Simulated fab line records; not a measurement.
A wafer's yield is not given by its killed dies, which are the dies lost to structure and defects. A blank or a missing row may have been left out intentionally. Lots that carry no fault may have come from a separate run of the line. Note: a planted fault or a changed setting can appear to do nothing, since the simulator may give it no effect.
A single fault, viewed from 2 desks -- flow n5_finfet -- only its own numbers are on each desk; what lay behind them is given at the end

== FOR THE TOOL OWNER'S DESK: ald_metal-03 ==
The tool's own readings at N5_BEOL_M8_ALD_77 (deposits TaN, target thk 2 nm, pulse time 2 s, purge time 3 s): means of the sampled wafers that have a number, for each lot that ran on this tool. The brackets show how far a lot's mean lies from the usual mean; more than 4 standard deviations puts the lot out of limits, marked OUT.
Columns: A = heater_power_w at N5_BEOL_M8_ALD_77, usual 441 W; B = precursor_vessel_pressure_torr at N5_BEOL_M8_ALD_77, usual 26.25 Torr; C = precursor_vessel_temp_c at N5_BEOL_M8_ALD_77, usual 74.99 C
lot,first seen here,A,B,C
L983,day 10 19:56,461,26.28,74.98
L984,day 10 20:19,478,26.26,75.00
L985,day 11 14:37,452,26.27,75.02
L988,day 11 16:50,440,26.22,74.92
This desk's finding: nothing out of limits on any of the 4 lots.

== METROLOGY DESK ==
What the gauges read for every lot (on any tool): the sampled wafers with a number, averaged. The brackets show how far a lot's mean lies from the usual mean; more than 4 standard deviations puts the lot out of limits, marked OUT.
Columns: A = M8_THK at N5_BEOL_M8_THK_MEAS_53, usual 80.4 nm
lot,first seen here,A
L980,day 10 06:58,80.3
L982,day 10 10:06,80.7
L983,day 10 21:34,81.2
L984,day 10 22:25,81.4
L985,day 11 17:37,80.6
L988,day 11 18:11,80.6
L986,day 12 00:11,79.4
L995,day 13 23:42,80.0
L997,day 14 19:51,80.8
L999,day 14 20:03,79.6
L101,day 15 22:22,80.8
This desk's finding: nothing out of limits on any of the 11 lots.

== ALL TOGETHER ==
The tool owner's desk saw nothing out of limits.
From the metrology desk's view, nothing was out of limits.

== WHAT WAS PUT IN BY THE SIMULATOR ==
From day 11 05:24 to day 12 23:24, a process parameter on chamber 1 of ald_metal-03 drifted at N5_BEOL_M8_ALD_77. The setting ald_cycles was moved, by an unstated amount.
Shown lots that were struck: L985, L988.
